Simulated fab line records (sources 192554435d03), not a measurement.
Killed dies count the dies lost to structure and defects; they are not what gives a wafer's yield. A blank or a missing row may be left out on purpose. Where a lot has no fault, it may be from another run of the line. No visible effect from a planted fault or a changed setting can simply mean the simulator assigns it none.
fab line records	flow n5Finfet
record lots=24	wafers=72	lastDay=18
route steps=1938 shown BEOL_M5@1136 BEOL_M6@1195
lots that met no fault: from a run of the same line without faults
startH: the number of hours between the record's first day and the start of the first shown wafer of the lot	waitH: how many hours have passed since the lot's step before this one	" identical to the entry in the row above	L1.1+2: one row covering several wafers at once	- value missing, or start not given	* or withheld: withheld	< > ~ a bound
route shown NAME@n: NAME is a module with steps in the file, n the number in the route of the first one	usual: the fault-free wafers' mean and standard deviation	same: alike in all rows	chamber/n: place in a boat	sites: per-site readings	_std_site: their standard deviation	_edge_site: the outer-site mean with the inner-site mean subtracted	radiusMm: for every site, how far away it sits from the centre of the wafer	mask NAME#n: copy n	behind: the most recent tool/chamber to have shaped the wafer	hold: the reason the lot was held/the length of the hold in hours/how it ended	device: which transistor (n, p or np) failed to switch	end of line: the same wafers' tests at the end of the route	where a step has no rows: the recipe by itself	killed: count of dies lost to structure and defects at first sort (not the wafer's yield)	map: per-die view of a wafer (x killed, . not killed, _ where there is no die)
set.NAME: the setting as run; set.NAME@STEP: as run at that earlier step	model.NAME: the simulator's own value behind a step, which no gauge read
route steps across a sampled set of lots; one table per step, one row per wafer
services: when a tool's chamber went out of use (startH, in hours from the record's first day, below 0 if earlier), for how many hours, and the reason
## steps
# step N5_BEOL_M5_HM_OPEN_17
# recipe chemistry=Cl2/BCl3	targetDepthA=200	overetchA=60	target=TiN	maskMaterial=SOC	ionEnergyEv=150	pressureMtorr=10	icpW=1000	biasW=126	Cl2_flow_sccm=53.25	bcl3FlowSccm=21.75	Ar_flow_sccm=25
# usual bcl3FlowSccm=21.74/0.071	drypumpMotorCurrentA=5.8/0.49	oesProductAu=0.61/0.082	throttleValvePct=22.34/0.17
lot.wafer	tool	chamber	startH	waitH	bcl3FlowSccm	drypumpMotorCurrentA	oesProductAu	rfHoursCounterH	throttleValvePct
L074.3	rieMetal-02	0	164.32	0.1	21.78	5.1	0.53	-	22.61
L074.5	"	0	"	"	21.80	5.1	0.53	-	22.62
L074.6	"	0	"	"	21.70	5.1	0.54	-	22.60
L076.1	rieMetal-03	0	177.21	0.0	21.85	6.4	0.57	94	22.19
L076.4	"	0	"	"	21.75	6.4	0.57	-	22.20
L076.6	"	1	"	"	21.85	5.2	0.61	-	22.27
L075.2	rieMetal-03	1	180.10	0.0	21.75	5.2	0.60	69	22.28
L075.5	"	0	"	"	21.87	6.4	0.56	-	22.22
L075.6	"	1	"	"	21.66	5.2	0.60	-	22.29
L077.2	rieMetal-03	1	182.75	0.0	21.80	5.2	0.61	69	22.26
L077.3	"	0	"	"	21.74	6.4	0.57	-	22.21
L077.4	"	1	"	"	21.74	5.2	0.60	-	22.26
L078.3	rieMetal-01	0	192.69	0.1	21.75	6.1	0.60	-	22.58
L078.4	"	1	"	"	21.81	5.8	0.58	-	22.19
L078.6	"	0	"	"	21.77	6.1	0.60	-	22.58
L079.1	rieMetal-02	1	198.92	0.0	21.80	5.8	0.82	3	22.25
L079.4	"	1	"	"	21.91	5.9	0.82	-	22.25
L079.6	"	1	"	"	21.79	5.9	0.82	-	22.25
L081.2	rieMetal-03	1	204.21	0.0	21.74	5.2	0.60	72	22.29
L081.4	"	1	"	"	21.82	5.2	0.59	-	22.29
L081.6	"	1	"	"	21.75	5.1	0.59	-	22.27
L080.1	rieMetal-03	0	207.77	0.0	21.71	6.4	0.57	97	22.20
L080.2	"	1	"	"	21.74	5.2	0.59	72	22.30
L080.3	"	1	"	"	21.76	5.2	0.60	-	22.31
L082.2	rieMetal-03	0	217.54	0.0	21.60	6.4	0.55	98	22.24
L082.3	"	1	"	"	21.71	5.2	0.59	-	22.30
L082.6	"	0	"	"	21.66	6.4	0.56	-	22.24
L083.1	rieMetal-01	0	224.54	0.0	21.73	6.1	0.59	72	22.60
L083.3	"	1	"	"	21.67	5.8	0.56	-	22.19
L083.6	"	0	"	"	21.76	6.1	0.60	-	22.58
L084.1	rieMetal-03	0	224.77	0.0	21.71	6.4	0.55	98	22.23
L084.2	"	1	"	"	21.77	5.2	0.59	74	22.31
L084.5	"	0	"	"	21.73	6.5	0.54	-	22.24
L085.4	rieMetal-01	0	234.24	0.1	21.67	6.1	0.61	-	22.57
L085.5	"	1	"	"	21.73	5.8	0.57	-	22.19
L085.6	"	0	"	"	21.73	6.1	0.60	-	22.59
L086.2	rieMetal-03	1	239.44	0.0	21.75	5.2	0.59	75	22.32
L086.4	"	1	"	"	21.82	5.2	0.59	-	22.31
L086.6	"	0	"	"	21.74	6.4	0.56	-	22.22
L088.1	rieMetal-02	1	247.51	0.0	21.85	5.9	0.78	7	22.24
L088.2	"	0	"	"	21.74	5.1	0.52	125	22.61
L088.3	"	0	"	"	21.69	5.1	0.52	-	22.64
L087.1	rieMetal-02	0	250.84	0.0	21.66	5.1	0.52	125	22.64
L087.2	"	1	"	"	21.81	5.8	0.79	8	22.25
L087.3	"	1	"	"	21.79	5.9	0.78	-	22.25
L089.1	rieMetal-01	0	257.06	0.0	21.84	6.1	0.58	75	22.63
L089.3	"	1	"	"	21.77	5.8	0.56	-	22.19
L089.4	"	0	"	"	21.74	6.1	0.59	-	22.60
L091.3	rieMetal-01	0	273.74	0.1	21.55	6.1	0.59	-	22.60
L091.4	"	1	"	"	21.82	5.8	0.57	-	22.18
L091.6	"	0	"	"	21.56	6.1	0.60	-	22.59
L090.2	rieMetal-01	1	282.91	0.0	21.74	5.8	0.56	96	22.20
L090.3	"	0	"	"	21.80	6.1	0.60	-	22.58
L090.5	"	0	"	"	21.80	6.1	0.59	-	22.60
L093.1	rieMetal-02	0	283.14	0.0	21.80	5.1	0.85	0	22.14
L093.4	"	0	"	"	21.88	5.1	0.85	-	22.12
L093.6	"	0	"	"	21.80	5.1	0.86	-	22.13
L092.2	rieMetal-01	0	293.73	0.0	21.82	6.1	0.59	77	22.59
L092.4	"	1	"	"	21.67	5.8	0.57	-	22.20
L092.6	"	0	"	"	21.79	6.1	0.59	-	22.60
L094.1	rieMetal-01	0	301.00	0.0	21.72	6.1	0.60	78	22.57
L094.2	"	1	"	"	21.80	5.8	0.56	98	22.16
L094.3	"	0	"	"	21.76	6.1	0.59	-	22.60
L095.3	rieMetal-01	0	303.81	0.1	21.76	6.1	0.59	-	22.60
L095.5	"	1	"	"	21.82	5.7	0.56	-	22.20
L095.6	"	0	"	"	21.84	6.1	0.60	-	22.60
L096.2	rieMetal-03	0	307.00	0.0	21.70	6.4	0.55	106	22.24
L096.3	"	1	"	"	21.68	5.2	0.58	-	22.29
L096.5	"	1	"	"	21.68	5.2	0.58	-	22.31
L097.2	rieMetal-02	0	315.90	0.0	21.77	5.1	0.79	3	22.16
L097.4	"	0	"	"	21.77	5.1	0.79	-	22.16
L097.5	"	1	"	"	21.73	5.9	0.75	-	22.25
# step N5_BEOL_M5_CD_MEAS_18
# recipe pitchNm=56	targetCdNm=28
# usual cdNm=28.0/0.36
lot.wafer	tool	chamber	startH	waitH	cdNm
L074.3	cdSem-01	-	164.54	0.1	27.5
L074.5	"	-	"	"	27.9
L074.6	"	-	"	"	27.4
L076.1	cdSem-01	-	177.39	0.0	28.1
L076.4	"	-	"	"	27.3
L076.6	"	-	"	"	27.3
L075.2	cdSem-02	-	180.28	0.1	28.4
L075.5	"	-	"	"	27.5
L075.6	"	-	"	"	27.9
L077.2	cdSem-03	-	182.93	0.1	28.3
L077.3	"	-	"	"	28.1
L077.4	"	-	"	"	27.7
L078.3	cdSem-01	-	192.85	0.1	27.7
L078.4	"	-	"	"	27.6
L078.6	"	-	"	"	28.6
L079.1	cdSem-01	-	199.49	0.0	28.2
L079.4	"	-	"	"	27.2
L079.6	"	-	"	"	27.9
L081.2	cdSem-01	-	204.40	0.1	27.9
L081.4	"	-	"	"	28.4
L081.6	"	-	"	"	28.2
L080.1	cdSem-03	-	207.98	0.0	28.2
L080.2	"	-	"	"	28.6
L080.3	"	-	"	"	27.7
L082.2	cdSem-02	-	217.72	0.1	28.6
L082.3	"	-	"	"	27.9
L082.6	"	-	"	"	28.1
L083.1	cdSem-03	-	224.79	0.0	28.1
L083.3	"	-	"	"	27.5
L083.6	"	-	"	"	28.6
L084.1	cdSem-01	-	224.95	0.0	28.3
L084.2	"	-	"	"	27.9
L084.5	"	-	"	"	28.1
L085.4	cdSem-02	-	234.39	0.1	28.0
L085.5	"	-	"	"	27.9
L085.6	"	-	"	"	28.0
L086.2	cdSem-03	-	239.62	0.1	27.6
L086.4	"	-	"	"	28.3
L086.6	"	-	"	"	27.7
L088.1	cdSem-02	-	247.72	0.0	27.9
L088.2	"	-	"	"	28.2
L088.3	"	-	"	"	28.4
L087.1	cdSem-02	-	251.02	0.0	28.5
L087.2	"	-	"	"	28.0
L087.3	"	-	"	"	28.0
L089.1	cdSem-03	-	257.24	0.0	28.8
L089.3	"	-	"	"	27.9
L089.4	"	-	"	"	28.0
L091.3	cdSem-02	-	273.89	0.1	28.7
L091.4	"	-	"	"	28.3
L091.6	"	-	"	"	28.2
L090.2	cdSem-01	-	283.15	0.1	28.5
L090.3	"	-	"	"	28.2
L090.5	"	-	"	"	28.6
L093.1	cdSem-01	-	283.34	0.1	27.8
L093.4	"	-	"	"	28.4
L093.6	"	-	"	"	27.6
L092.2	cdSem-02	-	293.91	0.1	28.1
L092.4	"	-	"	"	27.5
L092.6	"	-	"	"	28.0
L094.1	cdSem-02	-	301.19	0.1	28.8
L094.2	"	-	"	"	28.2
L094.3	"	-	"	"	27.8
L095.3	cdSem-03	-	303.96	0.1	28.4
L095.5	"	-	"	"	28.1
L095.6	"	-	"	"	28.1
L096.2	cdSem-01	-	307.19	0.1	28.2
L096.3	"	-	"	"	27.8
L096.5	"	-	"	"	28.2
L097.2	cdSem-03	-	316.08	0.1	27.6
L097.4	"	-	"	"	27.6
L097.5	"	-	"	"	28.3
# step N5_BEOL_M5_CURE_80
# recipe tempC=370	timeS=120	ambient=DMADMS/He	material=SiCOH_lowk
# usual lampPowerPct=52.31/0.055	wafer_temp_C_max=371.7/0.65
lot.wafer	tool	chamber	startH	waitH	lampPowerPct	wafer_temp_C_max
L074.3	uvCure-03	2	168.09	0.1	52.33	372.1
L074.5	"	2	"	"	52.35	372.2
L074.6	"	2	"	"	52.20	371.5
L076.1	uvCure-02	2	178.95	0.0	52.34	373.0
L076.4	"	2	"	"	52.24	372.1
L076.6	"	2	"	"	52.29	372.9
L075.2	uvCure-01	0	181.49	0.1	52.43	371.2
L075.5	"	0	"	"	52.27	371.1
L075.6	"	0	"	"	52.36	371.7
L077.2	uvCure-01	1	185.69	0.1	52.35	372.0
L077.3	"	1	"	"	52.31	371.4
L077.4	"	1	"	"	52.26	371.1
L078.3	uvCure-01	0	194.13	0.1	52.29	371.3
L078.4	"	0	"	"	52.44	371.3
L078.6	"	0	"	"	52.29	371.6
L079.1	uvCure-03	0	201.17	0.0	52.31	370.8
L079.4	"	0	"	"	52.32	371.2
L079.6	"	0	"	"	52.31	371.0
L081.2	uvCure-03	1	207.10	0.4	52.25	372.8
L081.4	"	1	"	"	52.36	372.4
L081.6	"	1	"	"	52.39	372.5
L080.1	uvCure-02	0	210.98	0.3	52.29	372.2
L080.2	"	0	"	"	52.39	371.6
L080.3	"	0	"	"	52.23	371.3
L082.2	uvCure-01	0	218.82	0.1	52.30	371.1
L082.3	"	0	"	"	52.35	371.2
L082.6	"	0	"	"	52.27	370.7
L083.1	uvCure-01	0	226.10	0.2	52.35	371.5
L083.3	"	0	"	"	52.41	371.6
L083.6	"	0	"	"	52.27	371.4
L084.1	uvCure-02	1	226.19	0.0	52.21	370.6
L084.2	"	1	"	"	52.31	370.7
L084.5	"	1	"	"	52.35	370.8
L085.4	uvCure-03	1	235.60	0.2	52.35	373.5
L085.5	"	1	"	"	52.33	373.6
L085.6	"	1	"	"	52.34	372.1
L086.2	uvCure-03	0	240.72	0.1	52.34	371.3
L086.4	"	0	"	"	52.33	370.8
L086.6	"	0	"	"	52.32	371.4
L088.1	uvCure-02	1	249.96	0.0	52.31	371.0
L088.2	"	1	"	"	52.30	372.0
L088.3	"	1	"	"	52.39	371.3
L087.1	uvCure-01	0	252.62	0.0	52.15	371.1
L087.2	"	0	"	"	52.23	371.1
L087.3	"	0	"	"	52.35	371.3
L089.1	uvCure-03	2	258.51	0.0	52.32	372.1
L089.3	"	2	"	"	52.38	371.6
L089.4	"	2	"	"	52.40	372.0
L091.3	uvCure-03	2	275.66	0.1	52.30	371.9
L091.4	"	2	"	"	52.25	371.6
L091.6	"	2	"	"	52.32	371.6
L093.1	uvCure-02	0	285.86	0.0	52.31	371.9
L093.4	"	0	"	"	52.19	371.3
L093.6	"	0	"	"	52.30	371.3
L090.2	uvCure-02	0	286.34	0.1	52.32	372.0
L090.3	"	0	"	"	52.38	371.6
L090.5	"	0	"	"	52.29	371.9
L092.2	uvCure-02	0	296.89	0.1	52.34	372.2
L092.4	"	0	"	"	52.25	371.6
L092.6	"	0	"	"	52.24	372.0
L094.1	uvCure-01	2	303.03	0.0	52.40	371.2
L094.2	"	2	"	"	52.26	371.0
L094.3	"	2	"	"	52.26	371.5
L095.3	uvCure-02	2	305.95	0.1	52.24	371.8
L095.5	"	2	"	"	52.35	372.0
L095.6	"	2	"	"	52.30	371.7
L096.2	uvCure-02	0	308.51	0.1	52.37	371.8
L096.3	"	0	"	"	52.29	371.2
L096.5	"	0	"	"	52.34	371.5
L097.2	uvCure-03	1	317.33	0.1	52.35	372.6
L097.4	"	1	"	"	52.25	372.4
L097.5	"	1	"	"	52.23	371.8
# step N5_BEOL_M5_PRE_CLEAN_45
# recipe gas=H2/He	timeS=30	tempC=250
# usual heaterPowerW=334/33
lot.wafer	tool	chamber	startH	waitH	heaterPowerW
L074.3	pvdSputter-03	-	168.55	0.0	351
L074.5	"	-	"	"	311
L074.6	"	-	"	"	336
L076.1	pvdSputter-01	-	179.43	0.0	325
L076.4	"	-	"	"	234
L076.6	"	-	"	"	242
L075.2	pvdSputter-03	-	181.98	0.0	309
L075.5	"	-	"	"	352
L075.6	"	-	"	"	353
L077.2	pvdSputter-02	-	186.37	0.0	368
L077.3	"	-	"	"	346
L077.4	"	-	"	"	327
L078.3	pvdSputter-02	-	194.69	0.0	375
L078.4	"	-	"	"	327
L078.6	"	-	"	"	333
L079.1	pvdSputter-02	-	201.62	0.0	374
L079.4	"	-	"	"	379
L079.6	"	-	"	"	370
L081.2	pvdSputter-03	-	207.41	0.0	308
L081.4	"	-	"	"	346
L081.6	"	-	"	"	350
L080.1	pvdSputter-02	-	211.58	0.0	371
L080.2	"	-	"	"	339
L080.3	"	-	"	"	370
L082.2	pvdSputter-03	-	219.13	0.0	347
L082.3	"	-	"	"	312
L082.6	"	-	"	"	342
L083.1	pvdSputter-03	-	226.81	0.0	349
L083.3	"	-	"	"	346
L083.6	"	-	"	"	350
L084.1	pvdSputter-02	-	226.95	0.0	343
L084.2	"	-	"	"	378
L084.5	"	-	"	"	342
L085.4	pvdSputter-01	-	236.03	0.0	317
L085.5	"	-	"	"	311
L085.6	"	-	"	"	240
L086.2	pvdSputter-03	-	241.04	0.0	347
L086.4	"	-	"	"	350
L086.6	"	-	"	"	305
L088.1	pvdSputter-03	-	250.45	0.0	356
L088.2	"	-	"	"	360
L088.3	"	-	"	"	307
L087.1	pvdSputter-02	-	256.18	0.0	338
L087.2	"	-	"	"	329
L087.3	"	-	"	"	380
L089.1	pvdSputter-03	-	259.30	0.0	353
L089.3	"	-	"	"	344
L089.4	"	-	"	"	306
L091.3	pvdSputter-02	-	275.92	0.0	369
L091.4	"	-	"	"	338
L091.6	"	-	"	"	333
L093.1	pvdSputter-03	-	286.54	0.0	347
L093.4	"	-	"	"	307
L093.6	"	-	"	"	350
L090.2	pvdSputter-01	-	286.84	0.0	245
L090.3	"	-	"	"	314
L090.5	"	-	"	"	230
L092.2	pvdSputter-03	-	297.21	0.0	348
L092.4	"	-	"	"	298
L092.6	"	-	"	"	340
L094.1	pvdSputter-02	-	303.39	0.0	332
L094.2	"	-	"	"	367
L094.3	"	-	"	"	338
L095.3	pvdSputter-02	-	306.24	0.0	368
L095.5	"	-	"	"	332
L095.6	"	-	"	"	338
L096.2	pvdSputter-01	-	309.17	0.0	314
L096.3	"	-	"	"	325
L096.5	"	-	"	"	316
L097.2	pvdSputter-01	-	317.70	0.0	323
L097.4	"	-	"	"	312
L097.5	"	-	"	"	306
# step N5_BEOL_M5_ANNEAL_82
# recipe tempC=400	timeS=1800	ambient=vacuum
# usual heaterPowerW=828/82
lot.wafer	tool	chamber	startH	waitH	heaterPowerW
L074.3	pvdSputter-03	-	170.40	0.0	882
L074.5	"	-	"	"	761
L074.6	"	-	"	"	876
L076.1	pvdSputter-01	-	181.34	0.0	780
L076.4	"	-	"	"	596
L076.6	"	-	"	"	798
L075.2	pvdSputter-03	-	183.71	0.0	757
L075.5	"	-	"	"	872
L075.6	"	-	"	"	855
L077.2	pvdSputter-03	-	188.29	0.0	761
L077.3	"	-	"	"	856
L077.4	"	-	"	"	877
L078.3	pvdSputter-02	-	196.40	0.0	811
L078.4	"	-	"	"	976
L078.6	"	-	"	"	903
L079.1	pvdSputter-03	-	203.53	0.0	874
L079.4	"	-	"	"	761
L079.6	"	-	"	"	867
L081.2	pvdSputter-03	-	209.13	0.0	760
L081.4	"	-	"	"	853
L081.6	"	-	"	"	772
L080.1	pvdSputter-01	-	213.42	0.0	598
L080.2	"	-	"	"	784
L080.3	"	-	"	"	783
L082.2	pvdSputter-01	-	220.89	0.0	821
L082.3	"	-	"	"	783
L082.6	"	-	"	"	830
L083.1	pvdSputter-02	-	228.64	0.0	859
L083.3	"	-	"	"	917
L083.6	"	-	"	"	802
L084.1	pvdSputter-03	-	229.43	0.0	877
L084.2	"	-	"	"	854
L084.5	"	-	"	"	886
L085.4	pvdSputter-01	-	239.13	0.0	762
L085.5	"	-	"	"	785
L085.6	"	-	"	"	809
L086.2	pvdSputter-02	-	243.74	0.0	928
L086.4	"	-	"	"	853
L086.6	"	-	"	"	865
L088.1	pvdSputter-03	-	252.76	0.0	870
L088.2	"	-	"	"	854
L088.3	"	-	"	"	880
L087.1	pvdSputter-02	-	258.02	0.0	833
L087.2	"	-	"	"	856
L087.3	"	-	"	"	936
L089.1	pvdSputter-03	-	261.59	0.0	876
L089.3	"	-	"	"	766
L089.4	"	-	"	"	889
L091.3	pvdSputter-01	-	279.14	0.0	577
L091.4	"	-	"	"	778
L091.6	"	-	"	"	612
L093.1	pvdSputter-01	-	288.29	0.0	588
L093.4	"	-	"	"	774
L093.6	"	-	"	"	819
L090.2	pvdSputter-02	-	289.04	0.0	907
L090.3	"	-	"	"	945
L090.5	"	-	"	"	831
L092.2	pvdSputter-03	-	298.97	0.0	861
L092.4	"	-	"	"	753
L092.6	"	-	"	"	881
L094.1	pvdSputter-01	-	305.25	0.0	583
L094.2	"	-	"	"	778
L094.3	"	-	"	"	773
L095.3	pvdSputter-03	-	308.97	0.0	887
L095.5	"	-	"	"	880
L095.6	"	-	"	"	883
L096.2	pvdSputter-02	-	311.21	0.0	827
L096.3	"	-	"	"	922
L096.5	"	-	"	"	917
L097.2	pvdSputter-02	-	319.60	0.0	840
L097.4	"	-	"	"	842
L097.5	"	-	"	"	952
# step N5_BEOL_M6_CURE_74
# recipe tempC=385	timeS=240	ambient=He/Ar	material=SiCOH_lowk
# usual lampPowerPct=52.32/0.055	wafer_temp_C_max=386.8/0.68
lot.wafer	tool	chamber	startH	waitH	lampPowerPct	wafer_temp_C_max
L074.3	uvCure-02	1	175.09	0.2	52.32	385.9
L074.5	"	1	"	"	52.37	386.1
L074.6	"	1	"	"	52.24	386.3
L076.1	uvCure-02	0	185.86	0.2	52.35	387.2
L076.4	"	0	"	"	52.23	386.9
L076.6	"	0	"	"	52.39	386.5
L075.2	uvCure-03	2	188.42	0.1	52.42	387.4
L075.5	"	2	"	"	52.31	387.8
L075.6	"	2	"	"	52.38	387.5
L077.2	uvCure-02	2	192.88	0.1	52.30	388.3
L077.3	"	2	"	"	52.35	387.2
L077.4	"	2	"	"	52.26	386.8
L078.3	uvCure-02	2	200.99	0.2	52.42	387.4
L078.4	"	2	"	"	52.35	386.9
L078.6	"	2	"	"	52.26	387.2
L079.1	uvCure-03	2	208.34	0.1	52.21	387.2
L079.4	"	2	"	"	52.31	386.7
L079.6	"	2	"	"	52.37	388.2
L081.2	uvCure-03	2	213.57	0.1	52.25	387.5
L081.4	"	2	"	"	52.32	387.9
L081.6	"	2	"	"	52.31	386.9
L080.1	uvCure-02	2	217.84	0.1	52.26	388.4
L080.2	"	2	"	"	52.24	387.4
L080.3	"	2	"	"	52.46	387.3
L082.2	uvCure-03	0	225.44	0.1	52.30	386.7
L082.3	"	0	"	"	52.32	386.4
L082.6	"	0	"	"	52.21	386.1
L083.1	uvCure-01	0	233.36	0.0	52.27	386.4
L083.3	"	0	"	"	52.31	386.0
L083.6	"	0	"	"	52.38	386.2
L084.1	uvCure-03	1	233.85	0.0	52.28	388.3
L084.2	"	1	"	"	52.38	388.9
L084.5	"	1	"	"	52.28	388.1
L086.2	uvCure-02	0	248.77	0.1	52.35	386.2
L086.4	"	0	"	"	52.35	386.8
L086.6	"	0	"	"	52.33	386.3
L085.4	uvCure-03	2	253.17	0.3	52.32	387.7
L085.5	"	2	"	"	52.40	387.6
L085.6	"	2	"	"	52.40	386.9
L088.1	uvCure-03	2	257.37	0.1	52.34	386.4
L088.2	"	2	"	"	52.32	387.1
L088.3	"	2	"	"	52.30	387.5
L087.1	uvCure-03	2	262.52	0.0	52.32	386.7
L087.2	"	2	"	"	52.38	387.2
L087.3	"	2	"	"	52.28	386.5
L089.1	uvCure-02	0	266.49	0.3	52.38	386.2
L089.3	"	0	"	"	52.36	386.3
L089.4	"	0	"	"	52.33	386.6
L091.3	uvCure-01	0	284.45	0.2	52.27	386.5
L091.4	"	0	"	"	52.31	386.5
L091.6	"	0	"	"	52.35	386.2
L093.1	uvCure-02	1	292.94	0.1	52.39	385.8
L093.4	"	1	"	"	52.23	386.4
L093.6	"	1	"	"	52.28	386.2
L090.2	uvCure-03	0	293.49	0.1	52.30	386.1
L090.3	"	0	"	"	52.36	386.4
L090.5	"	0	"	"	52.37	386.1
L092.2	uvCure-02	0	303.70	0.1	52.30	387.2
L092.4	"	0	"	"	52.39	386.7
L092.6	"	0	"	"	52.29	386.3
L094.1	uvCure-02	1	309.93	0.0	52.27	386.0
L094.2	"	1	"	"	52.32	386.2
L094.3	"	1	"	"	52.34	385.9
L095.3	uvCure-01	2	313.50	0.2	52.36	386.2
L095.5	"	2	"	"	52.35	386.3
L095.6	"	2	"	"	52.38	386.3
L096.2	uvCure-03	0	315.65	0.1	52.34	386.3
L096.3	"	0	"	"	52.17	386.3
L096.5	"	0	"	"	52.28	386.2
L097.2	uvCure-03	2	324.38	0.1	52.28	386.9
L097.4	"	2	"	"	52.33	387.1
L097.5	"	2	"	"	52.39	387.4
## services
tool	chamber	startH	hours	kind
rieMetal-02	1	144.53	-	clean
rieMetal-02	1	144.53	19.8	scheduledDown
rieMetal-02	1	144.53	19.8	ventCycle
rieMetal-03	0	149.76	17.6	repair
uvCure-02	-	181.11	2.1	pm
uvCure-02	-	187.43	5.1	repair
uvCure-01	-	201.01	7.5	pm
rieMetal-03	-	211.12	0.2	repair
uvCure-03	-	217.24	7.5	pm
uvCure-02	-	241.18	2.8	pm
uvCure-01	-	241.66	2.1	pm
uvCure-01	-	261.58	15.1	repair
rieMetal-02	0	262.02	-	clean
rieMetal-02	0	262.02	15.5	scheduledDown
rieMetal-02	0	262.02	15.5	ventCycle
uvCure-01	-	296.75	2.6	repair
uvCure-03	-	319.69	1.0	pm
uvCure-02	-	320.20	7.5	pm
## key
fault none
